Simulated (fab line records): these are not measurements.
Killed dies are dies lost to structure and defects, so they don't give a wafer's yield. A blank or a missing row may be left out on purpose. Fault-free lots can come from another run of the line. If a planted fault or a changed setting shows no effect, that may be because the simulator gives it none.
fab line records ; flow nandHarc
record: lots: 24; wafers: 72; lastDay: 34
route steps=1302 shown A_BLC@1118 A_M0@1163 A_M1@1185
lots that met no fault: taken from a fault-free run of the same line
startH: hours from the record's first day to the start of the lot's first wafer shown ; waitH: hours elapsed since this lot's preceding step ; " as in the row above ; L1.1+2: several wafers, shown together as one row ; - value missing, or start not given ; * or withheld: withheld ; < > ~ a bound
route shown NAME@n: NAME is a module with steps in the file, n the number in the route of the first one ; usual: mean and standard deviation over wafers with no fault ; same: alike in all rows ; chamber/n: place in a boat ; sites: per-site readings ; _std_site: standard deviation of those values ; _edge_site: mean of outer sites minus mean of inner sites ; radiusMm: for every site, how far away it sits from the centre of the wafer ; mask NAME#n: copy n ; behind: the last tool/chamber to shape the wafer ; hold: the reason the lot was held/the length of the hold in hours/how it ended ; device: transistor that didn't switch, given as n, p or np ; end of line: the same wafers' tests at the end of the route ; step lacking rows: just its recipe ; killed: count of dies lost to structure and defects at first sort (not the wafer's yield) ; map: a wafer's dies, x killed, . not, _ none there
set.NAME: the setting the step ran with; set.NAME@STEP: the setting that earlier step ran with ; model.NAME: the simulator's own value behind a step, which no gauge read
a sample of lots followed through the steps of the route, with each step as a table and each wafer as a row
services: a tool's chamber out of use, with start hour (startH, from the record's first day; less than 0 if before it), hours out, and reason
== steps ==
step: NHARC_A_BLC_OVL_MEAS_11
usual: overlayXNm: 0.3/0.78; overlayYNm: 0.0/0.97
lot.wafer;tool;chamber;startH;waitH;overlayXNm;overlayYNm
L074.2;overlay-01;-;528.16;-;1.5;0.9
L074.3;overlay-01;-;528.16;-;0.5;0.7
L074.4;overlay-01;-;528.16;-;1.0;0.8
L075.1;overlay-02;-;528.90;-;1.2;-0.4
L075.2;overlay-02;-;528.90;-;0.8;-0.8
L075.5;overlay-02;-;528.90;-;1.4;-0.2
L076.2;overlay-01;-;534.67;-;1.3;1.2
L076.3;overlay-01;-;534.67;-;1.1;1.4
L076.5;overlay-01;-;534.67;-;1.6;2.1
L077.3;overlay-01;-;559.17;-;-0.4;0.3
L077.4;overlay-01;-;559.17;-;0.3;0.0
L077.5;overlay-01;-;559.17;-;-0.2;-0.3
L079.1;overlay-01;-;570.17;-;0.9;-1.3
L079.2;overlay-01;-;570.17;-;-0.3;-1.3
L079.4;overlay-01;-;570.17;-;1.1;-1.8
L078.4;overlay-02;-;584.30;-;0.1;0.6
L078.5;overlay-02;-;584.30;-;0.4;0.6
L078.6;overlay-02;-;584.30;-;0.0;1.3
L081.1;overlay-01;-;589.76;-;0.7;2.2
L081.2;overlay-01;-;589.76;-;-0.2;2.0
L081.5;overlay-01;-;589.76;-;0.1;2.0
L082.2;overlay-02;-;600.98;-;1.5;0.3
L082.3;overlay-02;-;600.98;-;1.5;0.2
L082.4;overlay-02;-;600.98;-;1.5;0.3
L080.3;overlay-02;-;604.26;-;-1.4;-0.9
L080.4;overlay-02;-;604.26;-;-1.1;-0.9
L080.6;overlay-02;-;604.26;-;-1.4;-1.0
L083.2;overlay-02;-;605.35;-;0.9;1.2
L083.3;overlay-02;-;605.35;-;0.3;1.2
L083.6;overlay-02;-;605.35;-;0.5;1.1
L084.1;overlay-02;-;610.91;-;1.2;1.6
L084.3;overlay-02;-;610.91;-;0.4;0.8
L084.6;overlay-02;-;610.91;-;0.5;1.2
L085.1;overlay-01;-;633.22;-;0.0;-0.4
L085.3;overlay-01;-;633.22;-;-0.3;-0.2
L085.6;overlay-01;-;633.22;-;0.0;-0.3
L086.4;overlay-01;-;638.86;-;-0.5;-0.1
L086.5;overlay-01;-;638.86;-;-0.8;-0.1
L086.6;overlay-01;-;638.86;-;-1.1;-0.3
L087.2;overlay-01;-;641.29;-;1.1;0.3
L087.3;overlay-01;-;641.29;-;0.6;0.5
L087.4;overlay-01;-;641.29;-;0.3;0.6
L088.2;overlay-01;-;670.25;-;1.3;-1.3
L088.3;overlay-01;-;670.25;-;0.1;-1.4
L088.5;overlay-01;-;670.25;-;0.3;-1.8
L089.2;overlay-01;-;671.94;-;0.4;0.9
L089.4;overlay-01;-;671.94;-;-0.1;0.6
L089.5;overlay-01;-;671.94;-;0.1;0.8
L090.1;overlay-01;-;689.52;-;-1.6;0.3
L090.4;overlay-01;-;689.52;-;-1.5;-0.2
L090.5;overlay-01;-;689.52;-;-1.2;-0.1
L091.1;overlay-01;-;690.61;-;0.6;0.4
L091.3;overlay-01;-;690.61;-;0.6;0.9
L091.5;overlay-01;-;690.61;-;0.5;0.9
L092.1;overlay-02;-;694.75;-;0.5;-1.0
L092.3;overlay-02;-;694.75;-;1.6;-1.1
L092.5;overlay-02;-;694.75;-;0.5;-1.1
L093.3;overlay-01;-;710.92;-;0.7;0.2
L093.4;overlay-01;-;710.92;-;0.2;0.3
L093.5;overlay-01;-;710.92;-;-0.2;-0.2
L096.1;overlay-02;-;717.70;-;-0.5;-0.8
L096.3;overlay-02;-;717.70;-;-0.3;-1.0
L096.6;overlay-02;-;717.70;-;-0.6;-0.9
L094.2;overlay-01;-;718.01;-;1.4;-1.2
L094.3;overlay-01;-;718.01;-;0.9;-0.5
L094.4;overlay-01;-;718.01;-;0.9;-1.4
L095.4;overlay-02;-;723.40;-;-0.3;-0.8
L095.5;overlay-02;-;723.40;-;0.0;-0.7
L095.6;overlay-02;-;723.40;-;-0.6;-0.3
L097.3;overlay-02;-;758.73;-;0.3;1.0
L097.4;overlay-02;-;758.73;-;1.2;0.9
L097.5;overlay-02;-;758.73;-;0.6;1.0
step: NHARC_A_BLC_CVD_24
recipe: targetThkA: 1500; tempC: 300; pressureTorr: 40; wf6FlowSccm: 40; h2FlowSccm: 1600; arFlowSccm: 1560; timeS: 434; material: W
usual: heaterPowerOuterW: 254/12; heaterPowerW: 470/33; throttleValvePct: 7.8/0.33
lot.wafer;tool;chamber;startH;waitH;heaterPowerOuterW;heaterPowerW;throttleValvePct
L074.2;cvdW-02;0;-;-;255;485;7.7
L074.3;cvdW-02;0;-;-;254;504;8.0
L074.4;cvdW-02;1;-;-;253;437;7.3
L075.1;cvdW-01;1;-;-;248;462;7.9
L075.2;cvdW-01;0;-;-;271;507;8.0
L075.5;cvdW-01;1;-;-;244;453;7.9
L076.2;cvdW-01;1;-;-;247;450;7.9
L076.3;cvdW-01;1;-;-;256;461;7.8
L076.5;cvdW-01;1;-;-;247;452;7.7
L077.4;cvdW-01;0;-;-;270;520;8.0
L077.3;cvdW-01;1;-;-;230;433;7.8
L077.5;cvdW-01;0;-;-;270;503;7.8
L079.1;cvdW-02;1;-;-;257;447;7.4
L079.2;cvdW-02;0;-;-;253;490;8.2
L079.4;cvdW-02;1;-;-;248;433;7.4
L078.4;cvdW-02;0;-;-;265;492;7.9
L078.5;cvdW-02;1;-;-;250;442;7.3
L078.6;cvdW-02;0;-;-;260;483;8.1
L081.2;cvdW-01;0;-;-;271;509;8.0
L081.1;cvdW-01;1;-;-;237;427;7.6
L081.5;cvdW-01;1;-;-;240;425;7.7
L082.2;cvdW-02;1;-;-;254;440;7.3
L082.4;cvdW-02;0;-;-;253;492;8.1
L082.3;cvdW-02;1;-;-;247;434;7.3
L080.4;cvdW-01;0;-;-;269;512;7.9
L080.3;cvdW-01;1;-;-;235;441;7.7
L080.6;cvdW-01;1;-;-;232;437;7.8
L083.2;cvdW-02;0;-;-;257;491;8.3
L083.3;cvdW-02;0;-;-;252;494;8.0
L083.6;cvdW-02;0;-;-;257;488;7.7
L084.1;cvdW-02;1;-;-;250;443;7.4
L084.3;cvdW-02;0;-;-;259;489;8.0
L084.6;cvdW-02;1;-;-;250;444;7.4
L085.1;cvdW-02;0;-;-;256;504;8.1
L085.3;cvdW-02;1;-;-;255;450;7.4
L085.6;cvdW-02;1;-;-;258;440;7.6
L086.4;cvdW-01;0;-;-;277;522;8.2
L086.5;cvdW-01;1;-;-;237;455;7.5
L086.6;cvdW-01;0;-;-;276;517;8.3
L087.2;cvdW-02;1;-;-;254;443;7.3
L087.4;cvdW-02;0;-;-;260;482;8.0
L087.3;cvdW-02;1;-;-;249;428;7.4
L088.2;cvdW-02;0;-;-;254;478;8.2
L088.3;cvdW-02;1;-;-;250;433;7.3
L088.5;cvdW-02;1;-;-;246;441;7.4
L089.2;cvdW-01;1;-;-;240;444;7.7
L089.4;cvdW-01;1;-;-;239;434;7.9
L089.5;cvdW-01;0;-;-;277;507;8.0
L090.1;cvdW-02;1;-;-;249;434;7.4
L090.4;cvdW-02;1;-;-;252;431;7.5
L090.5;cvdW-02;0;-;-;252;489;8.0
L091.1;cvdW-01;0;-;-;268;510;8.4
L091.3;cvdW-01;0;-;-;272;507;8.0
L091.5;cvdW-01;1;-;-;240;435;7.6
L092.1;cvdW-02;0;-;-;252;494;8.0
L092.3;cvdW-02;0;-;-;251;474;8.0
L092.5;cvdW-02;0;-;-;249;480;7.6
L093.3;cvdW-01;0;-;-;283;517;8.2
L093.4;cvdW-01;1;-;-;245;443;7.5
L093.5;cvdW-01;1;-;-;239;429;7.8
L096.1;cvdW-02;1;-;-;250;422;7.4
L096.3;cvdW-02;1;-;-;253;424;7.5
L096.6;cvdW-02;1;-;-;254;430;7.4
L094.2;cvdW-01;0;-;-;270;504;8.1
L094.4;cvdW-01;0;-;-;271;517;8.1
L094.3;cvdW-01;1;-;-;237;425;7.9
L095.4;cvdW-01;0;-;-;274;509;8.2
L095.5;cvdW-01;0;-;-;277;504;8.5
L095.6;cvdW-01;1;-;-;236;437;7.5
L097.4;cvdW-02;0;-;-;252;491;7.8
L097.3;cvdW-02;1;-;-;250;445;7.5
L097.5;cvdW-02;1;-;-;248;457;7.4
step: NHARC_A_BLC_CMP_25
recipe: tOverpolishS: 30; targetThkNm: 150
usual: motorCurrentA: 12.3/1.4; overpolishRunS: 30.000/0.0091; timeToEndpointS: 29.3/2.6
lot.wafer;tool;chamber;startH;waitH;motorCurrentA;overpolishRunS;timeToEndpointS
L074.3;cmp-01;2;530.83;0.3;10.7;29.997;33.7
L074.2;cmp-01;3;530.83;0.3;13.0;30.006;30.8
L074.4;cmp-01;0;530.83;0.3;12.3;29.988;29.0
L075.2;cmp-02;0;531.62;0.4;11.3;29.996;27.6
L075.1;cmp-02;2;531.62;0.4;10.7;29.992;27.0
L075.5;cmp-02;1;531.62;0.4;13.7;29.988;32.9
L076.2;cmp-02;3;537.29;0.4;12.1;30.012;27.8
L076.3;cmp-02;1;537.29;0.4;13.5;30.007;33.3
L076.5;cmp-02;3;537.29;0.4;12.0;30.004;29.1
L077.4;cmp-01;2;561.84;0.3;10.8;29.998;29.3
L077.3;cmp-01;1;561.84;0.3;13.9;30.015;28.2
L077.5;cmp-01;3;561.84;0.3;12.4;29.999;31.7
L079.2;cmp-03;3;572.81;0.4;14.3;30.002;31.4
L079.1;cmp-03;0;572.81;0.4;10.7;30.007;28.1
L079.4;cmp-03;1;572.81;0.4;13.1;30.012;30.4
L078.4;cmp-03;0;586.97;0.2;11.3;30.010;32.2
L078.6;cmp-03;0;586.97;0.2;10.8;29.993;29.9
L078.5;cmp-03;1;586.97;0.2;12.1;29.994;31.1
L081.1;cmp-02;3;592.45;0.4;11.9;29.999;25.9
L081.2;cmp-02;0;592.45;0.4;11.7;30.004;25.9
L081.5;cmp-02;1;592.45;0.4;14.6;29.995;30.9
L082.2;cmp-03;1;603.61;0.4;13.3;30.021;30.3
L082.4;cmp-03;3;603.61;0.4;15.6;29.987;25.9
L082.3;cmp-03;0;603.61;0.4;11.3;30.017;28.9
L080.3;cmp-01;2;606.89;0.2;10.7;30.006;35.2
L080.4;cmp-01;0;606.89;0.2;11.8;30.013;31.7
L080.6;cmp-01;3;606.89;0.2;11.9;29.995;33.9
L083.2;cmp-02;0;608.05;0.4;11.8;30.001;25.5
L083.3;cmp-02;2;608.05;0.4;11.2;30.014;29.0
L083.6;cmp-02;1;608.05;0.4;13.6;30.003;31.8
L084.1;cmp-01;3;613.66;0.4;11.7;30.000;30.4
L084.3;cmp-01;0;613.66;0.4;12.2;30.007;31.2
L084.6;cmp-01;1;613.66;0.4;15.2;30.002;29.2
L085.3;cmp-01;0;635.89;0.4;11.9;30.013;29.5
L085.1;cmp-01;1;635.89;0.4;15.2;29.987;25.8
L085.6;cmp-01;3;635.89;0.4;12.0;30.003;28.9
L086.4;cmp-02;0;641.52;0.2;12.1;30.005;28.7
L086.5;cmp-02;0;641.52;0.2;11.8;30.001;28.5
L086.6;cmp-02;1;641.52;0.2;13.0;30.007;34.2
L087.2;cmp-02;2;643.96;0.4;11.7;30.002;29.6
L087.4;cmp-02;3;643.96;0.4;12.3;29.991;25.7
L087.3;cmp-02;0;643.96;0.4;11.4;29.983;30.4
L088.3;cmp-03;3;672.92;0.3;14.1;29.992;24.0
L088.2;cmp-03;0;672.92;0.3;10.3;29.993;27.3
L088.5;cmp-03;3;672.92;0.3;13.6;29.989;25.5
L089.4;cmp-03;2;674.59;0.3;11.4;30.001;28.9
L089.2;cmp-03;0;674.59;0.3;11.2;30.002;27.8
L089.5;cmp-03;2;674.59;0.3;10.6;30.002;29.5
L090.4;cmp-02;3;692.16;0.2;12.0;29.989;28.9
L090.1;cmp-02;0;692.16;0.2;11.3;29.987;29.1
L090.5;cmp-02;3;692.16;0.2;11.9;30.008;29.9
L091.1;cmp-03;3;693.26;0.5;15.3;30.009;31.0
L091.3;cmp-03;1;693.26;0.5;13.8;29.981;28.4
L091.5;cmp-03;2;693.26;0.5;11.3;29.983;27.1
L092.3;cmp-03;2;697.38;0.2;11.2;29.983;25.9
L092.1;cmp-03;1;697.38;0.2;13.5;29.999;28.5
L092.5;cmp-03;2;697.38;0.2;10.9;30.009;27.3
L093.4;cmp-02;1;713.56;0.2;14.6;30.008;33.9
L093.3;cmp-02;3;713.56;0.2;12.3;30.001;29.3
L093.5;cmp-02;2;713.56;0.2;10.9;30.002;28.9
L096.1;cmp-02;1;720.36;0.5;13.7;29.998;29.2
L096.3;cmp-02;3;720.36;0.5;11.9;30.001;26.0
L096.6;cmp-02;0;720.36;0.5;11.6;29.996;22.5
L094.3;cmp-01;1;720.65;0.2;14.7;30.002;28.9
L094.4;cmp-01;2;720.65;0.2;10.5;30.006;30.5
L094.2;cmp-01;0;720.65;0.2;12.4;29.994;30.3
L095.4;cmp-03;0;726.06;0.3;11.0;30.001;25.1
L095.6;cmp-03;3;726.06;0.3;14.4;30.011;24.5
L095.5;cmp-03;0;726.06;0.3;11.1;29.998;27.7
L097.3;cmp-01;2;761.38;0.2;10.3;29.997;29.0
L097.4;cmp-01;1;761.38;0.2;14.9;29.985;28.9
L097.5;cmp-01;2;761.38;0.2;10.2;29.999;29.8
step: NHARC_A_M0_THK_MEAS_24
recipe: thkMeasGauge: xrf
usual: thkNm: 113.9/1.5
lot.wafer;tool;chamber;startH;waitH;thkNm
L074.2;filmMetro-01;-;534.62;-;112.9
L074.3;filmMetro-01;-;534.62;-;115.9
L074.4;filmMetro-01;-;534.62;-;113.2
L075.1;filmMetro-01;-;535.46;-;116.4
L075.2;filmMetro-01;-;535.46;-;113.5
L075.5;filmMetro-01;-;535.46;-;114.6
L076.2;filmMetro-02;-;541.08;-;115.6
L076.3;filmMetro-02;-;541.08;-;117.3
L076.5;filmMetro-02;-;541.08;-;114.3
L077.3;filmMetro-01;-;565.66;-;115.2
L077.4;filmMetro-01;-;565.66;-;115.1
L077.5;filmMetro-01;-;565.66;-;113.7
L079.1;filmMetro-01;-;576.64;-;116.2
L079.2;filmMetro-01;-;576.64;-;115.6
L079.4;filmMetro-01;-;576.64;-;112.4
L078.4;filmMetro-02;-;590.78;-;112.1
L078.5;filmMetro-02;-;590.78;-;114.8
L078.6;filmMetro-02;-;590.78;-;115.8
L081.1;filmMetro-02;-;596.33;-;112.7
L081.2;filmMetro-02;-;596.33;-;112.5
L081.5;filmMetro-02;-;596.33;-;111.4
L082.2;filmMetro-01;-;607.35;-;113.2
L082.3;filmMetro-01;-;607.35;-;111.5
L082.4;filmMetro-01;-;607.35;-;111.6
L080.3;filmMetro-01;-;610.58;-;112.7
L080.4;filmMetro-01;-;610.58;-;115.6
L080.6;filmMetro-01;-;610.58;-;114.2
L083.2;filmMetro-02;-;611.97;-;113.8
L083.3;filmMetro-02;-;611.97;-;112.6
L083.6;filmMetro-02;-;611.97;-;117.1
L084.1;filmMetro-01;-;617.59;-;113.6
L084.3;filmMetro-01;-;617.59;-;113.9
L084.6;filmMetro-01;-;617.59;-;113.2
L085.1;filmMetro-01;-;639.66;-;114.5
L085.3;filmMetro-01;-;639.66;-;113.7
L085.6;filmMetro-01;-;639.66;-;113.8
L086.4;filmMetro-01;-;645.34;-;115.6
L086.5;filmMetro-01;-;645.34;-;114.7
L086.6;filmMetro-01;-;645.34;-;112.0
L087.2;filmMetro-02;-;647.76;-;112.7
L087.3;filmMetro-02;-;647.76;-;114.6
L087.4;filmMetro-02;-;647.76;-;114.9
L088.2;filmMetro-02;-;676.71;-;115.2
L088.3;filmMetro-02;-;676.71;-;112.8
L088.5;filmMetro-02;-;676.71;-;113.1
L089.2;filmMetro-01;-;678.41;-;112.9
L089.4;filmMetro-01;-;678.41;-;112.4
L089.5;filmMetro-01;-;678.41;-;114.5
L090.1;filmMetro-01;-;695.97;-;113.0
L090.4;filmMetro-01;-;695.97;-;114.4
L090.5;filmMetro-01;-;695.97;-;114.8
L091.1;filmMetro-01;-;697.07;-;111.3
L091.3;filmMetro-01;-;697.07;-;113.9
L091.5;filmMetro-01;-;697.07;-;114.7
L092.1;filmMetro-02;-;701.07;-;114.1
L092.3;filmMetro-02;-;701.07;-;112.0
L092.5;filmMetro-02;-;701.07;-;114.0
L093.3;filmMetro-02;-;717.38;-;114.4
L093.4;filmMetro-02;-;717.38;-;115.9
L093.5;filmMetro-02;-;717.38;-;114.6
L096.1;filmMetro-01;-;724.16;-;111.6
L096.3;filmMetro-01;-;724.16;-;112.4
L096.6;filmMetro-01;-;724.16;-;113.4
L094.2;filmMetro-01;-;724.47;-;112.6
L094.3;filmMetro-01;-;724.47;-;113.1
L094.4;filmMetro-01;-;724.47;-;112.9
L095.4;filmMetro-01;-;729.86;-;114.4
L095.5;filmMetro-01;-;729.86;-;113.1
L095.6;filmMetro-01;-;729.86;-;112.8
L097.3;filmMetro-01;-;765.65;-;115.5
L097.4;filmMetro-01;-;765.65;-;113.2
L097.5;filmMetro-01;-;765.65;-;114.3
step: NHARC_A_M1_CD_MEAS_16
usual: cdNm: 119.5/0.79
lot.wafer;tool;chamber;startH;waitH;cdNm
L074.2;cdSem-02;-;536.65;-;120.6
L074.3;cdSem-02;-;536.65;-;120.6
L074.4;cdSem-02;-;536.65;-;120.2
L075.1;cdSem-03;-;537.49;-;118.3
L075.2;cdSem-03;-;537.49;-;119.8
L075.5;cdSem-03;-;537.49;-;119.1
L076.2;cdSem-02;-;543.01;-;119.4
L076.3;cdSem-02;-;543.01;-;120.3
L076.5;cdSem-02;-;543.01;-;120.1
L077.3;cdSem-02;-;567.70;-;120.5
L077.4;cdSem-02;-;567.70;-;119.6
L077.5;cdSem-02;-;567.70;-;119.2
L079.1;cdSem-01;-;578.65;-;119.1
L079.2;cdSem-01;-;578.65;-;119.2
L079.4;cdSem-01;-;578.65;-;118.1
L078.4;cdSem-02;-;592.87;-;120.0
L078.5;cdSem-02;-;592.87;-;120.0
L078.6;cdSem-02;-;592.87;-;119.3
L081.1;cdSem-02;-;598.42;-;120.3
L081.2;cdSem-02;-;598.42;-;119.3
L081.5;cdSem-02;-;598.42;-;119.6
L082.2;cdSem-01;-;609.39;-;118.7
L082.3;cdSem-01;-;609.39;-;119.9
L082.4;cdSem-01;-;609.39;-;118.9
L080.3;cdSem-02;-;612.50;-;117.8
L080.4;cdSem-02;-;612.50;-;119.1
L080.6;cdSem-02;-;612.50;-;119.0
L083.2;cdSem-01;-;614.02;-;120.0
L083.3;cdSem-01;-;614.02;-;121.0
L083.6;cdSem-01;-;614.02;-;120.4
L084.1;cdSem-01;-;619.68;-;120.2
L084.3;cdSem-01;-;619.68;-;120.0
L084.6;cdSem-01;-;619.68;-;118.9
L085.1;cdSem-01;-;641.58;-;120.7
L085.3;cdSem-01;-;641.58;-;120.8
L085.6;cdSem-01;-;641.58;-;121.1
L086.4;cdSem-02;-;647.42;-;118.3
L086.5;cdSem-02;-;647.42;-;119.2
L086.6;cdSem-02;-;647.42;-;118.9
L087.2;cdSem-01;-;650.01;-;118.5
L087.3;cdSem-01;-;650.01;-;118.1
L087.4;cdSem-01;-;650.01;-;118.6
L088.2;cdSem-01;-;678.63;-;119.6
L088.3;cdSem-01;-;678.63;-;120.2
L088.5;cdSem-01;-;678.63;-;120.0
L089.2;cdSem-01;-;680.52;-;119.7
L089.4;cdSem-01;-;680.52;-;118.7
L089.5;cdSem-01;-;680.52;-;120.2
L090.1;cdSem-02;-;697.99;-;120.5
L090.4;cdSem-02;-;697.99;-;120.1
L090.5;cdSem-02;-;697.99;-;118.2
L091.1;cdSem-02;-;698.99;-;120.5
L091.3;cdSem-02;-;698.99;-;120.0
L091.5;cdSem-02;-;698.99;-;118.7
L092.1;cdSem-02;-;703.12;-;119.0
L092.3;cdSem-02;-;703.12;-;119.4
L092.5;cdSem-02;-;703.12;-;119.7
L093.3;cdSem-02;-;719.42;-;118.8
L093.4;cdSem-02;-;719.42;-;120.4
L093.5;cdSem-02;-;719.42;-;120.1
L096.1;cdSem-01;-;726.37;-;118.2
L096.3;cdSem-01;-;726.37;-;117.7
L096.6;cdSem-01;-;726.37;-;118.8
L094.2;cdSem-02;-;726.66;-;119.7
L094.3;cdSem-02;-;726.66;-;120.1
L094.4;cdSem-02;-;726.66;-;118.1
L095.4;cdSem-03;-;732.08;-;119.4
L095.5;cdSem-03;-;732.08;-;119.2
L095.6;cdSem-03;-;732.08;-;117.9
L097.3;cdSem-01;-;767.69;-;119.3
L097.4;cdSem-01;-;767.69;-;118.5
L097.5;cdSem-01;-;767.69;-;119.2
step: NHARC_A_M1_DEP_33
recipe: targetThkA: 300; tempC: 370; targetThkNm: 30; pressureTorr: 3; flowSccm: 200; rfW: 450; material: SiCN
usual: heaterPowerOuterW: 313/50; heaterPowerW: 570/88
lot.wafer;tool;chamber;startH;waitH;heaterPowerOuterW;heaterPowerW
L074.2;pecvd-01;0;539.11;0.1;284;454
L074.3;pecvd-01;1;539.11;0.1;444;773
L074.4;pecvd-01;1;539.11;0.1;440;800
L075.2;pecvd-04;2;539.94;0.1;293;581
L075.1;pecvd-04;0;539.94;0.1;381;642
L075.5;pecvd-04;2;539.94;0.1;295;566
L076.2;pecvd-02;0;545.47;0.1;262;461
L076.3;pecvd-02;1;545.47;0.1;278;577
L076.5;pecvd-02;2;545.47;0.1;234;440
L077.3;pecvd-04;2;570.19;0.1;324;611
L077.5;pecvd-04;0;570.19;0.1;323;568
L077.4;pecvd-04;1;570.19;0.1;311;551
L079.1;pecvd-04;1;581.19;0.1;340;611
L079.2;pecvd-04;2;581.19;0.1;335;627
L079.4;pecvd-04;0;581.19;0.1;372;624
L078.4;pecvd-04;1;595.51;0.2;267;514
L078.5;pecvd-04;1;595.51;0.2;266;502
L078.6;pecvd-04;2;595.51;0.2;332;635
L081.1;pecvd-01;2;600.87;0.1;312;597
L081.2;pecvd-01;1;600.87;0.1;462;815
L081.5;pecvd-01;2;600.87;0.1;310;566
L082.2;pecvd-02;1;612.13;0.1;364;669
L082.3;pecvd-02;0;612.13;0.1;292;536
L082.4;pecvd-02;0;612.13;0.1;291;528
L080.3;pecvd-01;1;614.97;0.1;451;800
L080.4;pecvd-01;1;614.97;0.1;451;803
L080.6;pecvd-01;2;614.97;0.1;285;536
L083.3;pecvd-04;2;616.93;0.1;294;576
L083.2;pecvd-04;0;616.93;0.1;347;610
L083.6;pecvd-04;0;616.93;0.1;354;594
L084.1;pecvd-04;0;622.16;0.1;353;606
L084.3;pecvd-04;2;622.16;0.1;322;609
L084.6;pecvd-04;0;622.16;0.1;359;591
L085.3;pecvd-04;1;644.18;0.1;298;546
L085.1;pecvd-04;2;644.18;0.1;327;651
L085.6;pecvd-04;0;644.18;0.1;351;590
L086.4;pecvd-01;0;649.96;0.2;278;453
L086.6;pecvd-01;1;649.96;0.2;357;679
L086.5;pecvd-01;2;649.96;0.2;273;506
L087.3;pecvd-02;2;652.43;0.1;278;496
L087.2;pecvd-02;1;652.43;0.1;382;683
L087.4;pecvd-02;1;652.43;0.1;381;697
L088.2;pecvd-04;0;681.37;0.1;334;580
L088.3;pecvd-04;1;681.37;0.1;337;597
L088.5;pecvd-04;1;681.37;0.1;324;595
L089.2;pecvd-04;2;683.34;0.1;339;617
L089.5;pecvd-04;0;683.34;0.1;365;632
L089.4;pecvd-04;2;683.34;0.1;249;524
L090.1;pecvd-01;0;700.44;0.1;271;436
L090.4;pecvd-01;2;700.44;0.1;295;556
L090.5;pecvd-01;1;700.44;0.1;424;762
L091.3;pecvd-02;0;701.46;0.1;301;551
L091.1;pecvd-02;1;701.46;0.1;297;578
L091.5;pecvd-02;0;701.46;0.1;292;535
L092.1;pecvd-02;0;705.66;0.1;311;540
L092.3;pecvd-02;2;705.66;0.1;249;455
L092.5;pecvd-02;1;705.66;0.1;341;651
L093.3;pecvd-02;2;721.92;0.1;224;411
L093.5;pecvd-02;1;721.92;0.1;319;634
L093.4;pecvd-02;2;721.92;0.1;229;420
L096.3;pecvd-04;0;728.79;0.1;352;593
L096.1;pecvd-04;1;728.79;0.1;287;528
L096.6;pecvd-04;1;728.79;0.1;287;525
L094.2;pecvd-04;2;729.17;0.1;315;603
L094.3;pecvd-04;0;729.17;0.1;359;623
L094.4;pecvd-04;1;729.17;0.1;268;493
L095.5;pecvd-04;2;734.61;0.2;332;654
L095.6;pecvd-04;0;734.61;0.2;308;526
L095.4;pecvd-04;1;734.61;0.2;279;527
L097.3;pecvd-02;0;770.13;0.1;298;544
L097.4;pecvd-02;0;770.13;0.1;311;552
L097.5;pecvd-02;2;770.13;0.1;222;424
== services ==
tool;chamber;startH;hours;kind
cmp-03;-;508.27;3.7;repair
cvdW-01;1;512.87;9.7;repair
cmp-02;-;527.51;4.0;pm
cmp-01;-;536.68;0.6;repair
cvdW-01;-;547.00;13.0;pm
cmp-03;-;554.61;4.0;pm
cmp-02;-;559.50;0.4;repair
pecvd-04;0;592.27;8.6;repair
cmp-02;-;625.51;4.0;pm
pecvd-04;-;631.00;13.0;pm
pecvd-04;-;647.20;0.6;repair
cmp-03;-;652.61;4.0;pm
cvdW-02;-;656.29;13.0;pm
cvdW-01;-;660.19;0.8;repair
cmp-03;-;666.18;4.6;repair
cvdW-01;-;679.27;2.3;repair
cmp-02;-;687.66;2.4;repair
pecvd-04;-;692.07;1.7;repair
cvdW-01;-;696.52;0.5;repair
cmp-02;-;723.51;4.0;pm
cvdW-01;-;728.00;13.0;pm
cmp-03;-;750.61;4.0;pm
pecvd-04;-;751.15;0.8;repair
cmp-02;-;756.36;1.4;repair
== key ==
fault none
